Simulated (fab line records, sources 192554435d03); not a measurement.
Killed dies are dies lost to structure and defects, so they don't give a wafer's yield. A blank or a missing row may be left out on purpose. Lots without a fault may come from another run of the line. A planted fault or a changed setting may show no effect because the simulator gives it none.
fab line records | flow n5_finfet
record lots=3 wafers=9 last_day=18
route steps=1938 shown BEOL_M3@1011 BEOL_M4@1021
lots that met no fault: from a run of the same line without faults
start_h: hours from the record's first day to the start of the lot's first wafer shown | wait_h: hours since the lot's step before | " the same as in the row above | L1.1+2: a row that stands for several wafers | - no value, or no start given | * or withheld: withheld | < > ~ a bound
route shown NAME@n: a module of which the file shows steps, and the number in the route of the first | usual: mean/standard deviation of fault-free wafers | same: alike in all rows | chamber/n: place in a boat | sites: the reading at each site | _std_site: their standard deviation | _edge_site: outer sites' mean less inner sites' | radius_mm: how far each site lies from the wafer's centre | mask NAME#n: copy n | behind: the tool/chamber that last shaped the wafer | hold: why the lot was held/for how many hours/how that ended | device: the transistor (n, p or np) that didn't switch | end of line: the same wafers' tests at the end of the route | a step without rows: its recipe alone | killed: dies lost to structure and defects at the first sort, not the wafer's yield | map: a wafer's dies, x killed, . not, _ none there
set.NAME: the setting as run; set.NAME@STEP: as run at that earlier step | model.NAME: the simulator's own value behind a step, which no gauge read
lots at some steps of the route; a table a step, a row a wafer
services: from which hour (start_h, from the record's first day; less than 0 if before it) a tool's chamber was out of use, for how many hours, and why
## steps
# step N5_BEOL_M3_ECD_50
# recipe material=Cu target_thk_a=3000
# step N5_BEOL_M3_ANNEAL_51
# recipe temp_c=225 time_s=90 ambient=N2
# step N5_BEOL_M3_CMP_52
# recipe stop_on=SiOC t_overpolish_s=6.8 down_force_psi=1 platen_rpm=50 clearing_platen_down_force_psi=1.5 clearing_platen_rpm=50 post_cmp_clean=cu_alkaline target_thk_nm=40 clearing_platen_pad_velocity_m_s=0.99484 pad_velocity_m_s=0.99484
# step N5_BEOL_M3_PRE_CLEAN_60
# recipe gas=NH3/H2 time_s=15 temp_c=* rf_power_w=300
# step N5_BEOL_M3_CO_CAP_55
# recipe material=Co target_thk_a=20 temp_c=200 precursor=CCTBA/H2 pressure_torr=30 time_s=102.1
# step N5_BEOL_M3_PRE_CLEAN_56
# recipe gas=NH3 time_s=15 temp_c=withheld rf_power_w=300
# step N5_BEOL_M3_DEP_57
# recipe material=SiCN target_thk_a=80 temp_c=withheld precursor=3MS/NH3 pressure_torr=3 rf_w=202 time_s=14
# step N5_BEOL_M4_ILD_DEP_00
# recipe material=SiOC target_thk_a=790 temp_c=350 precursor=DEMS/O2 pressure_torr=5 rf_w=500 time_s=15.3
# step N5_BEOL_M4_PECVD_72
# recipe material=SiO2 target_thk_a=160 temp_c=400 precursor=TEOS/O2 pressure_torr=5.5 rf_w=450 teos_flow_sccm=53.8 gas=O2 flow_sccm=3000 time_s=18
# usual heater_power_w=730/110 rf_fwd_power_W=443.2/2.6 showerhead_plenum_p_Torr=8.75/0.046 throttle_valve_pct=21.9/0.85
# columns lot.wafer tool chamber start_h wait_h heater_power_w rf_fwd_power_W showerhead_plenum_p_Torr throttle_valve_pct model.SiO2_of_BEOL_M4_PECVD_72.thk_nm
L490.2 pecvd-01 1 195.03 0.0 654 445.3 8.74 22.4 15.8
L490.5 " 0 " " 730 442.6 8.66 22.4 16.2
L490.6 " 1 " " 690 444.5 8.74 22.8 16
L499.3 pecvd-01 2 242.10 0.0 673 443.5 8.76 19.9 18
L499.5 " 2 " " 690 446.1 8.77 20.1 16.6
L499.6 " 1 " " 675 445.7 8.73 22.5 16
L507.3 pecvd-03 2 296.46 0.0 868 440.5 8.79 22.3 15.8
L507.4 " 2 " " 887 440.2 8.77 22.3 16.2
L507.5 " 1 " " 719 441.7 8.78 22.1 16
# step N5_BEOL_M4_HM_DEP_02
# recipe material=TiN target_thk_a=200 temp_c=25 chamber_pressure_pa=0.49996
# step N5_BEOL_M4_COAT_61
# recipe resist=SOC temp_c=250 time_s=60 spin_rpm=1500 resist_thk_nm=60
# step N5_BEOL_M4_COAT_62
# recipe resist=SiARC temp_c=220 time_s=60 spin_rpm=1500 resist_thk_nm=12
# step N5_BEOL_M4_COAT_73
# recipe resist=underlayer temp_c=205 time_s=60 spin_rpm=1500 resist_thk_nm=5
# step N5_BEOL_M4_COAT_05
# recipe resist=CAR-EUV spin_rpm=1500 resist_thk_nm=30
# step N5_BEOL_M4_EBR_07
# recipe solvent=PGMEA ebr_width_mm=1.5
# step N5_BEOL_M4_SOFTBAKE_06
# recipe temp_c=110 time_s=60 resist=CAR-EUV
# step N5_BEOL_M4_EXPOSE_08
# recipe mask_id=M4 na=0.33 source_shape=dipole sigma_inner=0.369 sigma_outer=0.767 polarization=unpolarized dose_mj=41.25
# step N5_BEOL_M4_PEB_09
# recipe peb_temp_c=100 peb_time_s=60 resist=CAR-EUV
# step N5_BEOL_M4_DEVELOP_10
# recipe develop_time_s=30 developer=TMAH resist=CAR-EUV rinse_liquid=surfactant_rinse dry=air_spin dev_temp_c=23
# step N5_BEOL_M4_DESCUM_16
# recipe chemistry=O2 time_s=7 source_power_w=50 bias_power_w=20 pressure_mtorr=20 rf_frequency_hz=2.712e+07 temp_c=40 resist=CAR-EUV o2_flow_sccm=225
# step N5_BEOL_M4_ETCH_74
# recipe chemistry=N2/H2 target=underlayer target_depth_a=65 mask_material=CAR-EUV time_s=5.2 ion_energy_ev=200 pressure_mtorr=30 source_w=840 bias_w=150 n2_flow_sccm=200 h2_flow_sccm=200 ends=cleared
# step N5_BEOL_M4_ETCH_63
# recipe chemistry=CF4 target=SiARC target_depth_a=156 mask_material=CAR-EUV time_s=26 ion_energy_ev=80 pressure_mtorr=40 source_w=545 bias_w=36 Ar_flow_sccm=100 cf4_flow_sccm=100 ends=cleared
# step N5_BEOL_M4_ETCH_64
# recipe chemistry=N2/H2 target=SOC target_depth_a=750 overetch_a=225 mask_material=SiARC temp_c=40 time_s=121.9 ion_energy_ev=200 pressure_mtorr=30 source_w=840 bias_w=150 n2_flow_sccm=200 h2_flow_sccm=200
# step N5_BEOL_M4_STRIP_65
# recipe chemistry=N2/H2 temp_c=40 n2_flow_sccm=200 h2_flow_sccm=200 rf_frequency_hz=6e+07
# step N5_BEOL_M4_STRIP_75
# recipe chemistry=N2/H2 temp_c=40 n2_flow_sccm=200 h2_flow_sccm=200 rf_frequency_hz=6e+07
# step N5_BEOL_M4_STRIP_66
# recipe chemistry=CF4 resist=SiARC power_w=300 bias_power_w=75 pressure_mtorr=50 cf4_flow_sccm=150 rf_frequency_hz=6e+07
# step N5_BEOL_M4_HM_OPEN_17
# recipe chemistry=Cl2/BCl3 target_depth_a=200 overetch_a=60 target=TiN mask_material=SOC ion_energy_ev=150 pressure_mtorr=10 icp_w=1000 bias_w=126 Cl2_flow_sccm=53.25 bcl3_flow_sccm=21.75 Ar_flow_sccm=25
# step N5_BEOL_M4_STRIP_19
# recipe chemistry=O2 power_w=400 temp_c=40 pressure_mtorr=30 rf_frequency_hz=6e+07 bias_power_w=0 overash_fraction=0.2 o2_flow_sccm=225
# step N5_BEOL_M4_COAT_67
# recipe resist=SOC temp_c=250 time_s=60 spin_rpm=1500 resist_thk_nm=60
# step N5_BEOL_M4_COAT_68
# recipe resist=SiARC temp_c=220 time_s=60 spin_rpm=1500 resist_thk_nm=12
# step N5_BEOL_M4_COAT_76
# recipe resist=underlayer temp_c=205 time_s=60 spin_rpm=1500 resist_thk_nm=5
# step N5_BEOL_M4_COAT_22
# recipe resist=CAR-EUV spin_rpm=1500 resist_thk_nm=30
# step N5_BEOL_M4_EBR_24
# recipe solvent=PGMEA ebr_width_mm=1.5
# step N5_BEOL_M4_SOFTBAKE_23
# recipe temp_c=110 time_s=60 resist=CAR-EUV
# step N5_BEOL_M4_HM_STRIP_39
# recipe chemistry=peroxide_tin_strip material=TiN target_depth_a=250 temp_c=50 time_s=158
# usual bath_heat_duty_pct=7.0/0.82
# columns lot.wafer tool chamber start_h wait_h bath_heat_duty_pct model.SiO2_of_BEOL_M4_PECVD_72.thk_nm
L490.2 wet_bench-02 7 199.25 0.0 8.2 15.6
L490.5 " 1 " " 8.2 16
L490.6 " 0 " " 7.7 15.8
L499.3 wet_bench-01 0 248.30 0.0 6.2 17.8
L499.5 " 2 " " 7.0 16.4
L499.6 " 7 " " 6.8 16
L507.3 wet_bench-01 6 308.61 0.0 7.7 15.8
L507.4 " 0 " " 5.6 16
L507.5 " 7 " " 7.2 16
# step N5_BEOL_M4_RC_MEAS_101
# usual DIBL_N=36.0/1.7 DIBL_P=36.0/2 IOFF_N=0.156/0.028 IOFF_P=0.21/0.04 ION_N=673/12 ION_P=463/8.3 SS_N=71.4/0.6 SS_P=73.3/0.66 VT_N=250/3 VT_P=-250/3.8
# columns lot.wafer tool chamber start_h wait_h DIBL_N[mV/V] DIBL_P[mV/V] IOFF_N[nA/um] IOFF_P[nA/um] ION_N[uA/um] ION_P[uA/um] SS_N[mV/dec] SS_P[mV/dec] VT_N[mV] VT_P[mV]
L490.2 prober-02 0 203.50 0.2 36.6 35.4 0.152 0.20 679 464 70.9 73.1 251 -252
L490.5 " 0 " " 37.0 37.2 0.158 0.23 661 459 72.0 74.2 253 -249
L490.6 " 0 " " 38.1 37.0 0.174 0.23 684 462 71.4 74.4 250 -250
L499.3 prober-02 0 254.33 0.3 33.7 33.7 0.131 0.16 664 451 70.9 73.4 251 -256
L499.5 " 0 " " 34.3 34.9 0.139 0.17 663 460 71.5 73.0 253 -254
L499.6 " 0 " " 35.4 35.7 0.154 0.18 677 458 72.2 73.6 248 -253
L507.3 prober-02 0 312.89 0.3 37.0 38.0 0.186 0.23 682 463 71.3 73.9 247 -249
L507.4 " 0 " " 38.8 40.0 0.218 0.26 711 480 72.0 74.3 244 -247
L507.5 " 0 " " 36.3 37.7 0.167 0.21 698 474 71.3 73.4 250 -252
## services
# columns tool chamber start_h hours kind
pecvd-03 0 188.27 5.0 repair
pecvd-03 0 202.08 2.1 scheduled_down
pecvd-03 - 230.62 5.5 pm
wet_bench-02 - 283.42 2.5 repair
pecvd-01 1 298.30 2.1 scheduled_down
## key
first_sign none at tools or gauges
model_effect step=N5_BEOL_M4_PECVD_72 value=SiO2_of_BEOL_M4_PECVD_72.thk_nm without=16.2 struck=18
model_effect step=N5_BEOL_M4_HM_STRIP_39 value=SiO2_of_BEOL_M4_PECVD_72.thk_nm without=16 struck=17.8
met_at N5_BEOL_M4_PECVD_72
struck_wafers L499.3
onset_between 195.03 242.10
fault kind=process_parameter_drift tool=pecvd-01 chamber=- onset_h=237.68 steps=N5_BEOL_M4_PECVD_72 channel=time_s offset=* shape=step end_h=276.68 scope=struck_wafers_only acts_in=* stated=*
